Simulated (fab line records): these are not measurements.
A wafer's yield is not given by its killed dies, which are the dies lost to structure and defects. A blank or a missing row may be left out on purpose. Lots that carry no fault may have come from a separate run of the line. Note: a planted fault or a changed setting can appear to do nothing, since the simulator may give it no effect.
A struck lot beside a sound one    flow nand_harc    13 out of 1302 route steps
Sound: these wafers, L175.3, L175.5, L175.6. The struck wafers were L184.1, L184.4, L184.6. The cause is named last.
Each step with rows lists, per side, the tool, then ch with its chambers, then its first start. Under that, the readings that differ: sound wafers    struck wafers    difference of the means    sigmas: that difference in standard deviations of wafers without a fault.
alike: same words and numbers on both sides, and readings whose means sit less than 2 such deviations apart. not compared: any withheld reading, any reading some wafer has no value for, any bound like >300 that may hide the same value, and any number with overlapping values for which the record gives no deviation.
Wherever a step has rows on one side only, a row that says differs or no value, or a row with sigmas, the two part there. Numbers that don't overlap but have no deviation are shown without sigmas and don't part them. A reading missing from all wafers of one side parts the sides only when that side holds two or more wafers.

NHARC_THIN_TSV_THK_MEAS_02: measures by ir.
  sound on film_metro-02, day 26 03:28; struck on film_metro-02, day 30 02:56
  alike: thk_nm
then, 3 steps without rows for these wafers: NHARC_THIN_TSV_SRD_03; NHARC_THIN_TSV_PRECLEAN_41 (cleans in SC1); NHARC_THIN_TSV_SRD_42.
NHARC_THIN_TSV_DEP_43: deposits SiO2, target thk 1328.5 nm.
  sound on pecvd-04 ch 0,2, day 26 03:47; struck on pecvd-04 ch 0,2, day 30 03:10
  alike: rf_fwd_power_W, throttle_valve_pct
then, 7 steps without rows for these wafers: NHARC_THIN_TSV_DEHYDRATE_04 (time 120 s); NHARC_THIN_TSV_HMDS_05 (time 30 s); NHARC_THIN_TSV_COAT_06; NHARC_THIN_TSV_SOFTBAKE_07 (time 95 s); NHARC_THIN_TSV_EBR_08; NHARC_THIN_TSV_EXPOSE_09 (exposes mask TSV); NHARC_THIN_TSV_PEB_10 (peb time 85 s).
NHARC_THIN_TSV_DEVELOP_11: time 70 s.
  sound on litho_track-03 ch 0, day 26 04:00; struck on litho_track-03, day 30 03:00
  no value came back on the struck wafers for chill_plate_temp_C (C), exhaust_pa (Pa); on the sound wafers chill_plate_temp_C (C) reads 23.03 23.06 22.99

WHERE THEY PART
NHARC_THIN_TSV_DEVELOP_11 only, going by this record.

WHY: what the simulator had put in
Beginning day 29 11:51, the whole step at NHARC_THIN_TSV_DEVELOP_11 was skipped on litho_track-03. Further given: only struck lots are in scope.
